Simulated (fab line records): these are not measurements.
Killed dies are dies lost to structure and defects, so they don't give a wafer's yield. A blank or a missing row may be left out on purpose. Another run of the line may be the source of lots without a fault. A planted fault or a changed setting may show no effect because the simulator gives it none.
Lot-split experiment ; flow n5Finfet ; route with 1938 steps; 7 lots, 39 wafers read

== ON THE SPLIT ==
At N5_BEOL_M5_ILD_DEP_00 (deposits SiCOH lowk from DEMS/porogen, target thk 140.64 nm, time 25.9 s), the setting targetThkA was moved away from the recipe's 1406.4 angstrom on 15 of the 39 wafers read, by -45.5% to +51.2%. For the rest of the wafers, this setting stayed at what the recipe calls for.

== BETWEEN THE SPLIT AND THE READING: the file shows 1 step in between ==
- N5_BEOL_M5_CURE_79: cures SiCOH lowk, time 240 s

== THE READING ==
M5_ILD_THK, in nm, at N5_BEOL_M5_THK_MEAS_01. Typical for fault-free wafers on this fab line: 120.2 nm, with standard deviation 1.7 nm.

wafer;tool, chamber at the split;targetThkA as run, angstrom;against the recipe;M5_ILD_THK, nm;against lot-mates on the recipe
L074.1;pecvd-04, 1;1406.4;recipe;119.4;-
L074.2;pecvd-04, 0;766.3;-45.5%;60.4;-59.7
L074.3;pecvd-04, 2;766.3;-45.5%;63.1;-57.0
L074.4;pecvd-04, 2;1406.4;recipe;121.2;-
L074.5;pecvd-04, 0;1406.4;recipe;119.7;-
L074.6;pecvd-04, 1;766.3;-45.5%;63.7;-56.4
L078.1;pecvd-02, 2;1406.4;recipe;117.4;-
L078.2;pecvd-02, 0;1720;+22.3%;146.2;+25.8
L078.3;pecvd-02, 0;1406.4;recipe;121.9;-
L078.4;pecvd-02, 2;1720;+22.3%;146.5;+26.1
L078.5;pecvd-02, 0;1406.4;recipe;121.8;-
L078.6;pecvd-02, 2;1720;+22.3%;146.2;+25.8
L077.1;pecvd-02, 2;1698;+20.7%;143.8;+22.9
L077.2;pecvd-02, 1;1406.4;recipe;119.9;-
L077.3;pecvd-02, 2;1698;+20.7%;146.8;+25.9
L077.4;pecvd-02, 1;1698;+20.7%;147.3;+26.4
L077.5;pecvd-02, 1,2;1406.4;recipe;121.3;-
L077.6;pecvd-02, 1,2;1406.4;recipe;121.4;-
L081.1;pecvd-01, 1;1406.4;recipe;120.1;-
L081.2;pecvd-01, 0;1783;+26.8%;153.5;+31.7
L081.3;pecvd-01, 2;1406.4;recipe;121.7;-
L081.4;pecvd-01, 2;1783;+26.8%;155.9;+34.1
L081.5;pecvd-01, 0;1783;+26.8%;153.5;+31.7
L081.6;pecvd-01, 1;1406.4;recipe;123.7;-
L085.1;pecvd-02, 1;1406.4;recipe;120.1;-
L085.2;pecvd-02, 0;2127;+51.2%;181.6;+62.1
L085.3;pecvd-02, 2;1406.4;recipe;118.3;-
L085.4;pecvd-02, 1;1406.4;recipe;120.0;-
L085.5;pecvd-02, 0;2127;+51.2%;185.1;+65.6
L085.6;pecvd-02, 2;2127;+51.2%;183.5;+64.0
L093.1;pecvd-01, 1;1406.4;recipe;119.2;-
L093.2;pecvd-01, 0;1406.4;recipe;117.6;-
L093.3;pecvd-01, 2,0;1406.4;recipe;118.1;-
L093.4;pecvd-01, 2;1406.4;recipe;119.2;-
L093.5;pecvd-01, 2,0;1406.4;recipe;118.2;-
L093.6;pecvd-01, 1;1406.4;recipe;120.3;-
L094.2;pecvd-02, 0;1406.4;recipe;123.3;-
L094.4;pecvd-02, 2;1406.4;recipe;121.5;-
L094.5;pecvd-02, 0;1406.4;recipe;124.4;-
Where a row lists several chambers, the file gives one row for several wafers and doesn't say which wafer went through which chamber.

FIT RESULTS
A straight line over all 39 wafers: M5_ILD_THK changes by +1.25 nm for each +1% of targetThkA; r = +1.00; the points scatter about the line by 1.8 nm.
The same after taking each lot's own level away (the mean of its wafers on the recipe; 39 wafers): +1.25 nm for each +1%; r = +1.00; scatter 1.4 nm.
According to that fit, moving targetThkA by its largest amount changes the reading by 64 nm.
Measured against the standard deviation above, the lots' own levels, which go from 118.77 to 123.07 nm, span 2.5 times it.
Hence the lot-to-lot level has little effect on the slope; both slopes agree.
Check: +63.7 nm against its lot-mates is what the line predicts for one of the wafers moved furthest among these (+51.2%) when that wafer is left out of the fit. Against them it came out at +62.1 nm.

== THE WHOLE CHAIN: every reading that the file lists as answering this split, in the file's order ==
step;what it does;reading;change (the file's fit);r (the file's)
N5_BEOL_M5_ILD_DEP_00;deposits SiCOH lowk from DEMS/porogen, target thk 140.64 nm, time 25.9 s;SiCOH_lowk_of_BEOL_M5_ILD_DEP_00.thkNm (the simulator's own value, which no gauge read);+1.43 nm for each +1% of the setting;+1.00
N5_BEOL_M5_CURE_79;cures SiCOH lowk, time 240 s;SiCOH_lowk_of_BEOL_M5_ILD_DEP_00.thkNm (the simulator's own value, which no gauge read);+1.24 nm for each +1% of the setting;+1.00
N5_BEOL_M5_THK_MEAS_01;;M5_ILD_THK;+1.24 for each +1% of the setting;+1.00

== FILE'S OWN FIT ==
M5_ILD_THK changes by +1.24 nm for each +1% of targetThkA, r = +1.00.
